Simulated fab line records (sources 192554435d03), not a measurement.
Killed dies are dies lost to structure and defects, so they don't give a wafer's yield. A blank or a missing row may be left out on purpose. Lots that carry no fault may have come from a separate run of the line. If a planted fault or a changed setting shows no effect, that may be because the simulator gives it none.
fab line records	flow n5_finfet	part 1 of 2: steps 1 to 4 of 6
record: lots: 24	wafers: 72	last_day: 17
route steps=1938 shown BEOL_M15@1812 MIM_TOP_LITHO@1848 TV_OPEN@1887 PASSIVATION@1906
lots with no fault: from the same line, run without faults
start_h: the number of hours between the record's first day and the start of the first shown wafer of the lot	wait_h: hours since the lot's step before	" same as the row above	L1.1+2: one row covering several wafers at once	- no value present, or no start provided	* or withheld: withheld	< > ~ a bound
route shown NAME@n: a module of which the file shows steps, and the number in the route of the first	usual: the fault-free wafers' mean and standard deviation	same: alike in all rows	chamber/n: place in a boat	sites: readings site by site	_std_site: standard deviation across them	_edge_site: mean of outer sites minus mean of inner sites	radius_mm: for every site, how far away it sits from the centre of the wafer	mask NAME#n: copy n	behind: the last tool/chamber to shape the wafer	hold: reason for holding the lot/hours on hold/outcome of the hold	device: whichever transistor did not switch (one of n, p or np)	end of line: tests run on the same wafers once the route is complete	step lacking rows: just its recipe	killed: not the wafer's yield, but the dies lost to structure and defects at the first sort	map: the dies of a wafer, with x for killed, . for not killed, _ for no die there
set.NAME: the run value of the setting; set.NAME@STEP: its run value at that earlier step	model.NAME: the simulator's own value behind a step, which no gauge read
the route's steps for a sample of lots (tables are steps, rows are wafers)
services: when a tool's chamber went out of use (start_h, in hours from the record's first day, below 0 if earlier), for how many hours, and the reason
== steps ==
step: N5_BEOL_M15_STRIP_62
recipe: chemistry: O2	power_w: 600	temp_c: 60	pressure_mtorr: 30	rf_frequency_hz: 6e+07	bias_power_w: 0	overash_fraction: 0.3	o2_flow_sccm: 225
usual: drypump_motor_current_A: 5.8/0.51	oes_product_au: 0.78/0.069	rf_vpp_V: 3.7/0.49	showerhead_plenum_p_Torr: 2.08/0.047	throttle_valve_pct: 16.67/0.26
lot.wafer	tool	chamber	start_h	wait_h	drypump_motor_current_A	oes_product_au	rf_hours_counter_h	rf_vpp_V	showerhead_plenum_p_Torr	throttle_valve_pct
L074.2	rie_diel-03	2	-	-	5.7	0.70	245	3.7	2.17	16.86
L074.3	"	3	"	"	6.6	0.80	108	3.8	2.12	16.54
L074.4	"	0	"	"	5.3	0.81	98	3.5	2.04	16.67
L076.3	rie_diel-02	3	-	-	5.4	0.73	185	3.6	2.09	16.95
L076.4	"	1	"	"	5.7	0.77	113	4.1	2.02	16.55
L076.6	"	0	"	"	5.4	0.84	-	3.8	2.07	16.33
L075.1	rie_diel-02	3	-	-	5.4	0.73	185	3.5	2.09	16.95
L075.5	"	2	"	"	6.4	0.70	-	3.3	2.12	17.04
L075.6	"	3	"	"	5.4	0.74	-	3.6	2.09	16.93
L078.1	rie_diel-02	0	-	-	5.4	0.83	75	3.6	2.07	16.34
L078.5	"	1	"	"	5.7	0.77	-	3.8	2.02	16.55
L078.6	"	2	"	"	6.5	0.69	-	3.8	2.12	17.05
L077.3	rie_diel-05	1	-	-	5.7	0.71	195	3.8	2.16	16.57
L077.4	"	1	"	"	5.7	0.71	-	4.0	2.16	16.55
L077.6	"	3	"	"	6.4	0.80	-	3.5	2.05	16.97
L079.2	rie_diel-03	2	-	-	5.7	0.98	2	4.2	2.16	16.40
L079.4	"	0	"	"	5.3	0.79	114	2.8	2.04	16.69
L079.6	"	1	"	"	4.8	0.85	-	3.5	2.14	16.52
L080.4	rie_diel-02	0	-	-	5.4	0.83	84	3.5	2.06	16.37
L080.5	"	1	"	"	5.7	0.76	-	3.0	2.01	16.58
L080.6	"	2	"	"	6.4	0.69	-	4.0	2.11	17.07
L083.1	rie_diel-02	1	-	-	5.7	0.77	127	5.1	2.01	16.58
L083.3	"	0	"	"	5.4	0.82	84	3.8	2.06	16.36
L083.5	"	1	"	"	5.7	0.77	-	3.4	2.01	16.59
L082.1	rie_diel-02	3	-	-	5.4	0.72	199	3.2	2.08	16.97
L082.3	"	2	"	"	6.5	0.69	199	3.8	2.11	17.07
L082.5	"	2	"	"	6.5	0.69	-	3.8	2.11	17.08
L081.1	rie_diel-05	1	-	-	5.6	0.70	206	3.5	2.15	16.56
L081.2	"	2	"	"	5.9	0.78	143	3.4	2.11	16.57
L081.5	"	3	"	"	6.4	0.80	-	3.1	2.04	16.99
L085.1	rie_diel-03	2	-	-	5.8	0.93	11	3.3	2.16	16.42
L085.4	"	0	"	"	5.3	0.79	124	4.3	2.03	16.71
L085.5	"	0	"	"	5.3	0.79	-	4.3	2.03	16.72
L084.3	rie_diel-05	0	-	-	5.8	0.94	8	3.8	2.04	16.18
L084.4	"	3	"	"	6.4	0.80	127	3.4	2.04	16.99
L084.5	"	3	"	"	6.4	0.79	-	4.1	2.04	17.00
L086.2	rie_diel-02	1	-	-	5.7	0.76	137	4.8	2.01	16.59
L086.5	"	2	"	"	6.5	0.68	-	3.5	2.11	17.09
L086.6	"	1	"	"	5.7	0.76	-	4.7	2.01	16.59
L088.2	rie_diel-05	3	-	-	6.4	0.78	134	4.1	2.04	17.01
L088.4	"	0	"	"	5.8	0.92	15	4.0	2.03	16.21
L088.6	"	3	"	"	6.4	0.77	-	2.7	2.04	16.99
L087.1	rie_diel-05	1	-	-	5.6	0.69	216	4.8	2.15	16.58
L087.4	"	3	"	"	6.4	0.78	135	4.1	2.04	17.00
L087.5	"	0	"	"	5.8	0.92	-	3.2	2.03	16.20
L090.3	rie_diel-03	0	-	-	5.3	0.78	136	4.1	2.03	16.76
L090.5	"	1	"	"	4.8	0.82	-	3.6	2.13	16.56
L090.6	"	0	"	"	5.3	0.78	-	3.3	2.03	16.76
L092.3	rie_diel-03	1	-	-	4.8	0.82	71	3.6	2.13	16.55
L092.4	"	0	"	"	5.3	0.78	136	3.6	2.03	16.74
L092.5	"	2	"	"	5.7	0.90	-	3.8	2.16	16.44
L089.2	rie_diel-05	3	-	-	6.4	0.78	140	4.1	2.04	17.02
L089.4	"	0	"	"	5.8	0.90	-	3.0	2.03	16.20
L089.6	"	3	"	"	6.4	0.78	-	3.9	2.04	17.02
L091.1	rie_diel-02	3	-	-	5.4	0.71	216	3.7	2.07	16.99
L091.2	"	1	"	"	5.7	0.75	144	3.8	2.01	16.61
L091.6	"	3	"	"	5.4	0.71	-	4.2	2.08	16.99
L093.2	rie_diel-05	0	-	-	5.8	0.89	25	4.2	2.03	16.23
L093.4	"	1	"	"	5.7	0.68	227	3.4	2.15	16.60
L093.5	"	1	"	"	5.6	0.69	-	3.7	2.14	16.61
L095.1	rie_diel-03	1	-	-	4.8	0.81	77	4.8	2.13	16.56
L095.4	"	2	"	"	5.7	0.88	29	3.0	2.15	16.46
L095.5	"	0	"	"	5.3	0.77	-	3.1	2.03	16.74
L094.1	rie_diel-02	2	-	-	6.4	0.68	222	3.4	2.10	17.11
L094.2	"	1	"	"	5.7	0.75	150	3.2	2.01	16.62
L094.4	"	3	"	"	5.4	0.71	-	3.7	2.07	17.00
L097.1	rie_diel-03	0	-	-	5.3	0.77	146	2.9	2.03	16.78
L097.2	"	1	"	"	4.8	0.80	80	3.6	2.12	16.58
L097.6	"	3	"	"	6.6	0.77	-	3.3	2.11	16.61
L096.1	rie_diel-05	2	-	-	5.9	0.75	163	3.9	2.10	16.63
L096.2	"	1	"	"	5.6	0.69	233	3.7	2.14	16.63
L096.3	"	3	"	"	6.4	0.77	153	4.0	2.03	17.02
step: N5_MIM_TOP_LITHO_OVL_MEAS_11
recipe: points_per_wafer: 44
usual: MIM_TOP_OVL: 2/5.3
lot.wafer	tool	chamber	start_h	wait_h	MIM_TOP_OVL[nm]
L074.2	overlay-01	0	253.47	0.0	5
L074.3	"	0	"	"	3
L074.4	"	0	"	"	-5
L076.3	overlay-01	0	264.30	0.0	1
L076.4	"	0	"	"	-7
L076.6	"	0	"	"	-7
L075.1	overlay-02	0	264.33	0.0	10
L075.5	"	0	"	"	8
L075.6	"	0	"	"	-5
L078.1	overlay-02	0	280.90	0.0	-5
L078.5	"	0	"	"	1
L078.6	"	0	"	"	11
L077.3	overlay-01	0	286.77	0.0	-4
L077.4	"	0	"	"	7
L077.6	"	0	"	"	7
L079.2	overlay-01	0	299.47	0.0	-6
L079.4	"	0	"	"	2
L079.6	"	0	"	"	-1
L080.4	overlay-02	0	310.85	0.0	-3
L080.5	"	0	"	"	7
L080.6	"	0	"	"	3
L083.1	overlay-01	0	311.48	0.0	-3
L083.3	"	0	"	"	-4
L083.5	"	0	"	"	3
L082.1	overlay-02	0	313.00	0.0	9
L082.3	"	0	"	"	7
L082.5	"	0	"	"	5
L081.1	overlay-01	0	314.04	0.0	3
L081.2	"	0	"	"	6
L081.5	"	0	"	"	4
L085.1	overlay-02	0	324.89	0.0	1
L085.4	"	0	"	"	2
L085.5	"	0	"	"	7
L084.3	overlay-01	0	325.25	0.0	-7
L084.4	"	0	"	"	-16
L084.5	"	0	"	"	0
L086.2	overlay-02	0	345.10	0.0	6
L086.5	"	0	"	"	-6
L086.6	"	0	"	"	2
L088.2	overlay-02	0	346.67	0.0	3
L088.4	"	0	"	"	0
L088.6	"	0	"	"	5
L087.1	overlay-02	0	350.02	0.0	4
L087.4	"	0	"	"	1
L087.5	"	0	"	"	8
L090.3	overlay-02	0	360.05	0.0	3
L090.5	"	0	"	"	2
L090.6	"	0	"	"	2
L092.3	overlay-02	0	361.70	0.0	7
L092.4	"	0	"	"	2
L092.5	"	0	"	"	8
L089.2	overlay-02	0	362.07	0.0	-5
L089.4	"	0	"	"	2
L089.6	"	0	"	"	4
L091.1	overlay-02	0	362.52	0.0	5
L091.2	"	0	"	"	5
L091.6	"	0	"	"	5
L093.2	overlay-02	0	378.54	0.0	-3
L093.4	"	0	"	"	8
L093.5	"	0	"	"	2
L095.1	overlay-02	0	380.53	0.0	0
L095.4	"	0	"	"	-2
L095.5	"	0	"	"	-2
L094.1	overlay-01	0	384.79	0.0	0
L094.2	"	0	"	"	-2
L094.4	"	0	"	"	-3
L097.1	overlay-02	0	394.28	0.0	4
L097.2	"	0	"	"	0
L097.6	"	0	"	"	-3
L096.1	overlay-01	0	398.53	0.0	-2
L096.2	"	0	"	"	-9
L096.3	"	0	"	"	3
step: N5_PASSIVATION_PASS_ETCH_74
recipe: chemistry: CF4/O2	target: SiNx	target_depth_a: 2200	time_s: 110	ion_energy_ev: 100	pressure_mtorr: 40	source_w: 535	bias_w: 49	Ar_flow_sccm: 100	cf4_flow_sccm: 100	O2_flow_sccm: 10
usual: drypump_motor_current_A: 5.8/0.53	oes_product_au: 0.78/0.073	rf_vpp_V: 242/5.2	showerhead_plenum_p_Torr: 2.19/0.049	throttle_valve_pct: 15.93/0.21
lot.wafer	tool	chamber	start_h	wait_h	drypump_motor_current_A	oes_product_au	rf_hours_counter_h	rf_vpp_V	showerhead_plenum_p_Torr	throttle_valve_pct
L074.2	rie_diel-03	1	257.79	0.0	4.8	0.88	40	248	2.24	15.84
L074.3	"	2	"	"	5.7	0.68	249	240	2.26	16.16
L074.4	"	3	"	"	6.6	0.80	112	239	2.22	15.84
L075.1	rie_diel-02	0	268.48	0.0	5.4	0.87	73	248	2.14	15.48
L075.5	"	2	"	"	6.4	0.69	-	243	2.19	16.21
L075.6	"	3	"	"	5.4	0.71	-	247	2.16	16.11
L076.3	rie_diel-05	3	269.24	0.0	6.4	0.80	110	243	2.15	16.24
L076.4	"	1	"	"	5.6	0.72	190	235	2.26	15.87
L076.6	"	1	"	"	5.7	0.71	-	235	2.26	15.88
L078.1	rie_diel-05	3	285.09	0.0	6.4	0.79	116	241	2.15	16.26
L078.5	"	3	"	"	6.3	0.79	-	241	2.15	16.26
L078.6	"	2	"	"	5.9	0.79	-	234	2.21	15.87
L077.3	rie_diel-03	3	290.41	0.0	6.7	0.79	122	238	2.22	15.87
L077.4	"	0	"	"	5.3	0.81	112	249	2.13	15.94
L077.6	"	0	"	"	5.3	0.81	-	248	2.13	15.93
L079.2	rie_diel-05	1	302.01	0.0	5.7	0.71	202	236	2.26	15.90
L079.4	"	3	"	"	6.4	0.78	122	242	2.15	16.26
L079.6	"	1	"	"	5.7	0.71	-	234	2.26	15.89
L080.4	rie_diel-03	0	313.14	0.0	5.3	0.80	-	247	2.13	15.94
L080.5	"	3	"	"	6.6	0.78	-	237	2.21	15.88
L080.6	"	2	"	"	5.7	0.94	-	239	2.26	15.68
L082.1	rie_diel-02	1	318.54	0.0	5.7	0.77	131	241	2.12	15.88
L082.3	"	0	"	"	5.4	0.86	88	247	2.14	15.51
L082.5	"	3	"	"	5.4	0.70	-	249	2.16	16.14
L083.1	rie_diel-05	3	318.87	0.0	6.4	0.78	127	241	2.15	16.27
L083.3	"	0	"	"	5.9	0.93	8	247	2.17	15.63
L083.5	"	2	"	"	5.9	0.78	-	232	2.21	15.89
L081.1	rie_diel-03	3	318.90	0.0	6.6	0.78	132	240	2.21	15.89
L081.2	"	0	"	"	5.3	0.79	123	247	2.13	15.93
L081.5	"	0	"	"	5.4	0.80	-	246	2.13	15.93
L084.3	rie_diel-02	3	330.33	0.0	5.4	0.71	206	249	2.16	16.15
L084.4	"	2	"	"	6.4	0.67	207	241	2.18	16.24
L084.5	"	3	"	"	5.4	0.69	-	250	2.16	16.16
L085.1	rie_diel-02	1	330.82	0.0	5.7	0.76	135	240	2.12	15.89
L085.4	"	3	"	"	5.4	0.70	207	249	2.16	16.15
L085.5	"	0	"	"	5.4	0.84	-	249	2.13	15.51
L086.2	rie_diel-03	2	349.53	0.0	5.7	0.90	22	241	2.25	15.71
L086.5	"	0	"	"	5.3	0.79	-	248	2.12	15.97
L086.6	"	3	"	"	6.6	0.77	-	237	2.21	15.87
L088.2	rie_diel-02	1	349.53	0.0	5.7	0.77	141	241	2.12	15.91
L088.4	"	2	"	"	6.4	0.67	213	241	2.18	16.26
L088.6	"	3	"	"	5.4	0.70	-	250	2.15	16.17
L087.1	rie_diel-05	0	353.00	0.0	5.8	0.90	19	247	2.17	15.67
L087.4	"	3	"	"	6.4	0.77	-	241	2.14	16.28
L087.5	"	0	"	"	5.9	0.90	-	246	2.17	15.69
L090.3	rie_diel-05	0	363.99	0.0	5.9	0.89	23	247	2.16	15.69
L090.5	"	0	"	"	5.8	0.90	-	246	2.16	15.67
L090.6	"	1	"	"	5.7	0.70	-	235	2.25	15.93
L092.3	rie_diel-03	1	364.53	0.0	4.8	0.84	74	249	2.23	15.89
L092.4	"	2	"	"	5.7	0.88	26	240	2.25	15.70
L092.5	"	0	"	"	5.3	0.79	-	248	2.12	15.98
L089.2	rie_diel-03	3	366.08	0.0	6.6	0.77	140	238	2.21	15.89
L089.4	"	2	"	"	5.7	0.89	26	237	2.25	15.69
L089.6	"	3	"	"	6.6	0.77	-	237	2.21	15.88
L091.1	rie_diel-02	1	366.24	0.0	5.7	0.75	146	241	2.11	15.91
L091.2	"	0	"	"	5.4	0.83	103	248	2.13	15.52
L091.6	"	2	"	"	6.4	0.67	-	241	2.18	16.25
L095.1	rie_diel-03	2	383.39	0.0	5.7	0.88	31	239	2.25	15.73
L095.4	"	0	"	"	5.3	0.77	144	247	2.12	15.98
L095.5	"	3	"	"	6.7	0.76	-	237	2.21	15.90
L093.2	rie_diel-03	0	383.87	0.0	5.3	0.77	145	247	2.12	15.99
L093.4	"	1	"	"	4.8	0.81	79	247	2.23	15.90
L093.5	"	3	"	"	6.6	0.76	-	237	2.21	15.89
L094.1	rie_diel-03	1	388.09	0.0	4.8	0.81	81	247	2.23	15.91
L094.2	"	2	"	"	5.7	0.86	33	238	2.25	15.72
L094.4	"	3	"	"	6.6	0.76	146	238	2.21	15.92
L097.1	rie_diel-02	2	397.17	0.0	6.4	0.66	229	242	2.18	16.30
L097.2	"	3	"	"	5.4	0.68	230	248	2.15	16.20
L097.6	"	3	"	"	5.4	0.68	-	248	2.15	16.20
L096.1	rie_diel-05	0	401.28	0.0	5.9	0.86	35	249	2.16	15.71
L096.2	"	1	"	"	5.6	0.68	235	234	2.25	15.95
L096.3	"	2	"	"	5.9	0.76	165	233	2.20	15.91
step: N5_PASSIVATION_OVL_MEAS_63
recipe: points_per_wafer: 44
usual: PAD_OVL: -2/6.6
lot.wafer	tool	chamber	start_h	wait_h	PAD_OVL[nm]
L074.2	overlay-02	0	259.19	0.0	4
L074.3	"	0	"	"	-3
L074.4	"	0	"	"	6
L075.1	overlay-01	0	270.59	0.0	-7
L075.5	"	0	"	"	-2
L075.6	"	0	"	"	-6
L076.3	overlay-01	0	271.10	0.0	-3
L076.4	"	0	"	"	0
L076.6	"	0	"	"	0
L078.1	overlay-01	0	286.87	0.0	-9
L078.5	"	0	"	"	-12
L078.6	"	0	"	"	-3
L077.3	overlay-02	0	293.50	0.0	7
L077.4	"	0	"	"	-3
L077.6	"	0	"	"	0
L079.2	overlay-02	0	303.72	0.0	7
L079.4	"	0	"	"	2
L079.6	"	0	"	"	6
L080.4	overlay-01	0	314.72	0.0	-7
L080.5	"	0	"	"	-1
L080.6	"	0	"	"	-12
L082.1	overlay-02	0	320.27	0.0	1
L082.3	"	0	"	"	-5
L082.5	"	0	"	"	1
L083.1	overlay-01	0	320.64	0.0	0
L083.3	"	0	"	"	-3
L083.5	"	0	"	"	-17
L081.1	overlay-02	0	320.80	0.0	7
L081.2	"	0	"	"	2
L081.5	"	0	"	"	11
L084.3	overlay-01	0	332.06	0.0	-10
L084.4	"	0	"	"	-1
L084.5	"	0	"	"	-3
L085.1	overlay-01	0	332.46	0.0	2
L085.4	"	0	"	"	-7
L085.5	"	0	"	"	0
L086.2	overlay-02	0	353.51	0.0	8
L086.5	"	0	"	"	-3
L086.6	"	0	"	"	-2
L088.2	overlay-02	0	353.67	0.0	-8
L088.4	"	0	"	"	-6
L088.6	"	0	"	"	-5
L087.1	overlay-02	0	354.27	0.0	2
L087.4	"	0	"	"	-6
L087.5	"	0	"	"	2
L090.3	overlay-01	0	365.31	0.0	-7
L090.5	"	0	"	"	-5
L090.6	"	0	"	"	0
L092.3	overlay-01	0	366.00	0.0	-9
L092.4	"	0	"	"	-26
L092.5	"	0	"	"	-9
L089.2	overlay-02	0	368.23	0.0	-5
L089.4	"	0	"	"	-1
L089.6	"	0	"	"	-10
L091.1	overlay-02	0	368.64	0.0	-5
L091.2	"	0	"	"	-8
L091.6	"	0	"	"	-10
L095.1	overlay-01	0	385.33	0.0	11
L095.4	"	0	"	"	0
L095.5	"	0	"	"	-1
L093.2	overlay-01	0	385.60	0.0	-4
L093.4	"	0	"	"	-2
L093.5	"	0	"	"	-12
L094.1	overlay-01	0	389.33	0.0	3
L094.2	"	0	"	"	-12
L094.4	"	0	"	"	6
L097.1	overlay-01	0	398.72	0.0	0
L097.2	"	0	"	"	3
L097.6	"	0	"	"	2
L096.1	overlay-01	0	403.32	0.0	6
L096.2	"	0	"	"	2
L096.3	"	0	"	"	3
